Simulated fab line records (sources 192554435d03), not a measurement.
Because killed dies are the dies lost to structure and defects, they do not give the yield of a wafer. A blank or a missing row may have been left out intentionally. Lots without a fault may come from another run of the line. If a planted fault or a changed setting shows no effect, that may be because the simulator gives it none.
Struck lot and sound lot, side by side :: flow n5-finfet :: 18 steps out of a route of 1938
Sound: the wafers L919.1, L919.3, L919.4. Wafers L934.2, L934.3, L934.5 were the ones struck. Last of all comes the cause.
Order at every step that has rows: each side's tool, ch and its chambers, its first start. Under that, the readings that differ: sound wafers :: struck wafers :: difference of the means :: sigmas: that difference in standard deviations of wafers without a fault.
alike: a reading whose means differ by less than 2 such deviations, as well as words and numbers matching on both sides. not compared: withheld readings; readings where some wafer has no value; bounds like >300 that might hide an equal value; numbers whose values overlap and for which the record gives no deviation.
The two part at a step that has a row with sigmas, a row that says differs or no value, or rows on one side only. Non-overlapping numbers with no deviation appear without sigmas and do not part them. A reading that every wafer of one side lacks parts them only if that side has two wafers or more.

first, 1 step without rows for these wafers: N5_BEOL_M15_DESCUM_33 (chemistry O2, time 7.9 s).
N5_BEOL_M15_ETCH_61: etches BARC in N2/H2, target depth 89 nm, overetch 26.7 nm, time 67.9 s.
  sound on rie-diel-05 ch 0,2,3, day 13 07:08; struck on rie-diel-04 ch 0,2,3, day 16 07:24
  alike: chamber-pressure-mTorr, drypump-motor-current-A, n2-flow-sccm, oes-product-au, rf-vpp-V, showerhead-plenum-p-Torr, throttle-valve-pct
  not compared: rf-hours-counter-h
N5_BEOL_M15_TRENCH_ETCH_34: etches SiO2 in C4F8/O2/Ar, target depth 872.93 nm, time 199 s.
  sound on rie-diel-05 ch 0,2,3, day 13 07:11; struck on rie-diel-04 ch 0,2,3, day 16 07:27
  alike: chamber-pressure-mTorr, drypump-motor-current-A, oes_o_777_au, oes-product-au, rf-vpp-V, showerhead-plenum-p-Torr, throttle-valve-pct
  not compared: rf-hours-counter-h
then, 3 steps without rows for these wafers: N5_BEOL_M15_STRIP_36 (strips in O2); N5_BEOL_M15_STRIP_62 (strips in O2); N5_BEOL_M15_STRIP_37 (strips in O2).
N5_BEOL_M15_ETCH_38: etches SiCN in CF4/N2, target depth 106.4 nm, time 120.5 s.
  sound on rie-diel-05 ch 0,1,2; struck on rie-diel-04 ch 0,1
  alike: chamber-pressure-mTorr, drypump-motor-current-A, n2-flow-sccm, oes-product-au, rf-vpp-V, showerhead-plenum-p-Torr, throttle-valve-pct
  not compared: rf-hours-counter-h
then, 3 steps without rows for these wafers: N5_BEOL_M15_PRECLEAN_39 (cleans in residue remover, time 60 s); N5_BEOL_M15_SRD_40 (time 30 s, dry time 30 s); N5_BEOL_M15_DEGAS_41 (time 60 s).
N5_BEOL_M15_PRE_CLEAN_42: time 30 s.
  sound on pvd-sputter-02 at day 13 12:03; struck on pvd-sputter-01 at day 16 10:48
  alike: heater-power-w
N5_BEOL_M15_SPUTTER_43: material TaN, target thk 15 nm, time 24.19 s.
  sound on pvd-sputter-02 at day 13 12:05; struck on pvd-sputter-01 at day 16 11:11
  alike: substrate-temp-c, throttle-valve-pct
then, 3 steps without rows for these wafers: N5_BEOL_M15_SPUTTER_44 (material Ta, target thk 15 nm, time 24.19 s); N5_BEOL_M15_SPUTTER_45 (material Cu, target thk 100 nm, time 16.67 s); N5_BEOL_M15_ECD_47 (material Cu, target thk 1860 nm).
N5_BEOL_M15_ANNEAL_48: time 90 s.
  sound on rtp-anneal-02 ch 0, day 13 12:37; struck on rtp-anneal-02 ch 0, day 16 11:47
  alike: wafer_temp_C_max
N5_BEOL_M15_CMP_49: polishes, stops on SiO2, t overpolish 4.9 s, target thk 850 nm.
  sound on cmp-01 ch 0,1,2, day 13 12:55; struck on cmp-01 ch 1,2, day 16 12:02
reading: barrier-field-endpoint-s (s)
sound: 10.83 10.91 10.68
struck: 17.31 17.04 17.42
difference: +6.45
sigmas: +26
  alike: head-pressure-psi, motor-current-A, overpolish-run-s, retaining-ring-pressure-frac, slurry-filter-dp-kPa
N5_BEOL_M15_THK_MEAS_50: measures by xrf.
  sound on film-metro-01 at day 13 13:12; struck on film-metro-02 at day 16 12:20
  alike: M15_THK

## WHERE THEY PART
Only at N5_BEOL_M15_CMP_49, within this record. Later steps at which nothing parts them and some readings are alike: N5_BEOL_M15_THK_MEAS_50.

WHY: what had been put in by the simulator
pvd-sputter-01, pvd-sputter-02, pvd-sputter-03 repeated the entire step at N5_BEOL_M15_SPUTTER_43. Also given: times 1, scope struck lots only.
